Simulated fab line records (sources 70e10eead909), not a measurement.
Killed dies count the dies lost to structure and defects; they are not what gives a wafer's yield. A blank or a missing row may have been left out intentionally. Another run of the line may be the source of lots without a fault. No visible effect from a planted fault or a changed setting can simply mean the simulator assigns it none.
Matching of chambers	flow nand harc	4 sister chambers for NHARC_P_M2_CMP_23 on cmp-01
The step polishes, t overpolish 20 s, target thk 144.3 nm. 4 wafers are shown with their chamber, then 8 later ones without.

## WAFERS PAIRED WITH THEIR CHAMBERS
wafer	chamber	motor current A (A)
L994.6	3	12.2
L996.5	0	11.8
L996.6	1	12.2
L997.1	2	11.4

## WAFERS WHOSE CHAMBER IS MISSING
wafer	motor current A (A)
L997.4	12.6
L997.5	11.7
L998.1	11.3
L998.2	12.0
L998.4	12.0
L999.2	11.9
L999.4	11.8
L999.6	12.1

## THE CHAMBER EACH PASSED THROUGH
wafer	from the rows above	in truth
L997.4	can't be placed: 1 or 3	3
L997.5	can't be placed: 0 or 2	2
L998.1	2	2
L998.2	can't be placed: 0 or 1 or 3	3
L998.4	can't be placed: 0 or 1 or 3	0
L999.2	can't be placed: 0 or 1 or 3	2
L999.4	0	0
L999.6	can't be placed: 1 or 3 or 0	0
Correct placement for 2 of the 8. From these rows, 6 cannot be placed; in 5 the true chamber is one of the candidates. Placed wrongly: 0.
How it was worked out, from the rows above alone: a wafer's distance from a chamber is the root of the sum, over the readings, of the square of ((its reading less the chamber's mean) divided by the reading's scatter). If the next closest chamber is less than 2 further off than the closest, the wafer can't be placed; otherwise it belongs to the closest. A chamber's mean is the mean of its shown wafers. The scatter: with one shown wafer a chamber, the root of the mean of the squares of how far each hidden wafer lies from its nearest shown one.
